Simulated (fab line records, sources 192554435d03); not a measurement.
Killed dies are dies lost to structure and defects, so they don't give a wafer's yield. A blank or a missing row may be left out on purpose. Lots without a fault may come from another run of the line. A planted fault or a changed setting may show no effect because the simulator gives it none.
Chamber matching | flow n5_finfet | N5_SD_EPI_N_ETCH_16 on rie_diel-02: 4 sister chambers
The step etches SiO2 in CHF3/O2, target depth 5 nm. 4 wafers are shown with their chamber, then 7 later ones without.

WAFERS WITH THEIR CHAMBER
wafer  | chamber | showerhead_plenum_p_Torr (Torr)
L079.1 | 2       | 2.33
L080.4 | 0       | 2.46
L081.6 | 3       | 2.50
L082.4 | 1       | 2.29

WAFERS WITHOUT THEIR CHAMBER
wafer  | showerhead_plenum_p_Torr (Torr)
L082.5 | 2.50
L084.1 | 2.45
L084.3 | 2.32
L084.4 | 2.50
L094.1 | 2.32
L094.3 | 2.44
L094.5 | 2.28

WHICH CHAMBER EACH WENT THROUGH
wafer  | from the rows above     | in truth
L082.5 | 3                       | 3
L084.1 | 0                       | 0
L084.3 | can't be placed: 2 or 1 | 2
L084.4 | 3                       | 3
L094.1 | can't be placed: 2 or 1 | 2
L094.3 | 0                       | 0
L094.5 | 1                       | 1
Placed correctly: 5 of 7. Can't be placed from these rows: 2 (the true chamber is among the candidates in 2). Placed wrongly: 0.
How it was worked out, from the rows above alone: a wafer's distance from a chamber is the root of the sum, over the readings, of the square of ((its reading less the chamber's mean) divided by the reading's scatter). The wafer belongs to the nearest chamber; if the next one is less than 2 further off, it can't be placed. A chamber's mean is the mean of its shown wafers. The scatter: with one shown wafer a chamber, the root of the mean of the squares of how far each hidden wafer lies from its nearest shown one.
